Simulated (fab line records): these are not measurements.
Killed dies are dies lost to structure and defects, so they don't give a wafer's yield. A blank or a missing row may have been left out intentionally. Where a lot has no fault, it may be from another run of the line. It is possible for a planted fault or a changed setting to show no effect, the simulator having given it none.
A lot that was struck, set against a sound lot || flow nand harc || 14 steps out of a route of 1302
Sound: wafers L817.2, L817.4, L817.5. Struck: wafer L822.4 (left out: L822.1, L822.3 of the same lot, which were not struck); the cause appears at the end.
At each step with rows: each side's tool, then ch and its chambers, then its first start. Under that, the readings that differ: sound wafers || struck wafers || difference of the means || sigmas: that difference in standard deviations of wafers without a fault.
alike: readings with means less than 2 such deviations apart, plus words and numbers identical on both sides. not compared: withheld readings, readings lacking a value on some wafer, bounds such as >300 that could conceal the same value, and numbers that have no deviation in the record and whose values overlap.
A row with sigmas, a row that says differs or no value, or rows on one side alone: a step with any of these is where the two part. Numbers that have no deviation but don't overlap get no sigmas and don't part them. Lack of a reading on every wafer of one side parts them only where that side has two or more wafers.

first, 2 steps without rows for these wafers: NHARC_A_SOURCE_PLATE_SRD_01; NHARC_A_SOURCE_PLATE_OXIDE_02 (material SiO2, target thk 10 nm, ox time 1362 s).
NHARC_A_SOURCE_PLATE_THK_MEAS_09: measures by ellipsometry.
  sound: film metro-02 at day 12 06:48; struck: film metro-02 at day 14 10:44
  alike: thk nm
then, 3 steps without rows for these wafers: NHARC_A_SOURCE_PLATE_PVD_04 (deposits WSi2, target thk 50 nm); NHARC_A_SOURCE_PLATE_CVD_03 (deposits poly-Si, target thk 200 nm, time 4000 s); NHARC_A_SOURCE_PLATE_ANNEAL_05 (time 1800 s).
NHARC_A_SOURCE_PLATE_THK_MEAS_06: measures by ellipsometry.
  sound: film metro-02 at day 12 19:30; struck: film metro-02 at day 14 23:31
  alike: thk nm
NHARC_A_SOURCE_PLATE_INSPECT_08:
  sound: defect inspect-02 at day 12 19:34; struck: defect inspect-02 at day 14 23:38
  alike: raw defect count
after that, 1 step with no rows for these wafers: NHARC_A_ONON_D1_DEP_00 (target thk 1000 nm).
NHARC_A_ONON_D1_THK_MEAS_02: measures by ellipsometry.
  sound: film metro-01 at day 12 20:08; struck: film metro-02 at day 15 00:12
  alike: thk nm
NHARC_A_ONON_D1_DEP_03: target thk 1000 nm.
  sound on pecvd onon-02 ch 0, day 12 20:16; struck on pecvd onon-03 ch 0, day 15 00:16
NHARC_A_ONON_D1_THK_MEAS_05: measures by ellipsometry.
  sound: film metro-02 at day 12 20:43; struck: film metro-02 at day 15 00:46
{"reading": "thk nm (nm)", "sound": "985 984 984", "struck": 1418, "difference": "+434", "sigmas": "+48"}
after that, 1 step with no rows for these wafers: NHARC_A_ONON_D1_DEP_06 (target thk 1000 nm).
-- the record jumps here: 16 days lie between the struck wafers' starts before and after (it left off in module A_ONON_D1 and takes up again in module END, whose first step shown is number 1302 of the route) --
NHARC_END_SORT_01:
  the record has rows for the struck wafers here (prober-01 ch 0, day 31 10:52) and none for the sound ones

## WHERE THEY PART
Earliest at NHARC_A_ONON_D1_THK_MEAS_05; latest, in this record, at NHARC_END_SORT_01.

WHY: whatever the simulator had introduced
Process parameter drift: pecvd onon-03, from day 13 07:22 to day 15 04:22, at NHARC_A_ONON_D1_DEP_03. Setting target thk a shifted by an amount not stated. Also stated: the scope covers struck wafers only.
